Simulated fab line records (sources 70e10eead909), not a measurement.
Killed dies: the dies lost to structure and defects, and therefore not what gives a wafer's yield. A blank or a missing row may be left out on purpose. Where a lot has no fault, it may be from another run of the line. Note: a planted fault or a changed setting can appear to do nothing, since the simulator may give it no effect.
Chamber matching | flow nand-harc | NHARC_A_CHANNEL_FILL_D1_ALD_16 on ald-hk-01 has 4 sister chambers
The step deposits SiO2, target thk 1.5 nm, pulse time 10 s, ald cycles 15. 8 wafers are shown with their chamber, then 7 later ones without.

WAFERS PAIRED WITH THEIR CHAMBERS
wafer  | chamber | heater-power-w (W) | precursor-pulse-height-rel
L326.6 | 2       | 466                | 1.006
L329.1 | 3       | 423                | 1.002
L329.6 | 3       | 428                | 1.001
L327.1 | 1       | 439                | 0.982
L327.5 | 0       | 443                | 0.974
L328.1 | 0       | 440                | 0.984
L328.2 | 1       | 449                | 0.966
L328.6 | 2       | 475                | 0.989

WAFERS WITHOUT THEIR CHAMBER
wafer  | heater-power-w (W) | precursor-pulse-height-rel
L337.1 | 452                | 0.996
L345.1 | 471                | 0.966
L345.2 | 453                | 1.011
L345.6 | 474                | 0.977
L347.2 | 467                | 1.004
L347.4 | 422                | 1.030
L347.5 | 444                | 0.974

EACH ONE'S CHAMBER
wafer  | from the rows above               | in truth
L337.1 | can't be placed: 0 or 1 or 2      | 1
L345.1 | can't be placed: 2 or 1           | 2
L345.2 | can't be placed: 2 or 0 or 1 or 3 | 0
L345.6 | 2                                 | 2
L347.2 | 2                                 | 2
L347.4 | 3                                 | 3
L347.5 | can't be placed: 1 or 0           | 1
Correctly placed: 3 of 7. Cannot be placed on the basis of these rows: 4; the candidates contain the true chamber in 4. 0 placed wrongly.
How it was worked out, from the rows above alone: a wafer's distance from a chamber is the root of the sum, over the readings, of the square of ((its reading less the chamber's mean) divided by the reading's scatter). The wafer belongs to the nearest chamber; if the next one is less than 2 further off, it can't be placed. Each chamber's mean is taken over the wafers shown for it. The scatter: take each reading less its chamber's mean, square it, sum over the shown wafers, divide by the number of wafers less the number of chambers, and take the root.
